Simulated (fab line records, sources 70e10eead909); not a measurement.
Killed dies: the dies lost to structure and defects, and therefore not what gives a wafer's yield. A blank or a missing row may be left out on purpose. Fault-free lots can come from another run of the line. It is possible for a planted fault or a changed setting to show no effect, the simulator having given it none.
Chamber matching / flow nand_harc / 4 sister chambers for NHARC_A_CHANNEL_FILL_D1_ETCHBACK_20 on rie_diel-10
The step etches the open film in C4F8/O2/Ar, target depth 27 nm, time 13.5 s. 4 wafers are shown with their chamber, then 10 later ones without.

EACH WAFER AND ITS CHAMBER
wafer=L090.1; chamber=3; rf_vpp_V (V)=984
wafer=L090.3; chamber=0; rf_vpp_V (V)=973
wafer=L093.1; chamber=1; rf_vpp_V (V)=985
wafer=L093.4; chamber=2; rf_vpp_V (V)=976

WAFERS MISSING THEIR CHAMBER
wafer=L093.6; rf_vpp_V (V)=977
wafer=L092.1; rf_vpp_V (V)=973
wafer=L092.2; rf_vpp_V (V)=977
wafer=L092.5; rf_vpp_V (V)=977
wafer=L094.1; rf_vpp_V (V)=977
wafer=L094.2; rf_vpp_V (V)=973
wafer=L094.5; rf_vpp_V (V)=987
wafer=L095.1; rf_vpp_V (V)=987
wafer=L095.4; rf_vpp_V (V)=984
wafer=L095.5; rf_vpp_V (V)=972

THE CHAMBER EACH PASSED THROUGH
wafer=L093.6; from the rows above=2; in truth=2
wafer=L092.1; from the rows above=0; in truth=0
wafer=L092.2; from the rows above=2; in truth=2
wafer=L092.5; from the rows above=2; in truth=2
wafer=L094.1; from the rows above=2; in truth=2
wafer=L094.2; from the rows above=0; in truth=0
wafer=L094.5; from the rows above=can't be placed: 1 or 3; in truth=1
wafer=L095.1; from the rows above=can't be placed: 1 or 3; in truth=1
wafer=L095.4; from the rows above=can't be placed: 3 or 1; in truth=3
wafer=L095.5; from the rows above=0; in truth=0
7 of 10 placed correctly. Not placeable from these rows: 3 (in 3, the candidates include the true chamber). Number placed wrongly: 0.
How it was worked out, from the rows above alone: a wafer's distance from a chamber is the root of the sum, over the readings, of the square of ((its reading less the chamber's mean) divided by the reading's scatter). If the next closest chamber is less than 2 further off than the closest, the wafer can't be placed; otherwise it belongs to the closest. A chamber's mean is the mean of its shown wafers. The scatter (one wafer shown for each chamber): square how far every hidden wafer sits from the nearest shown wafer, average those squares and take the square root.
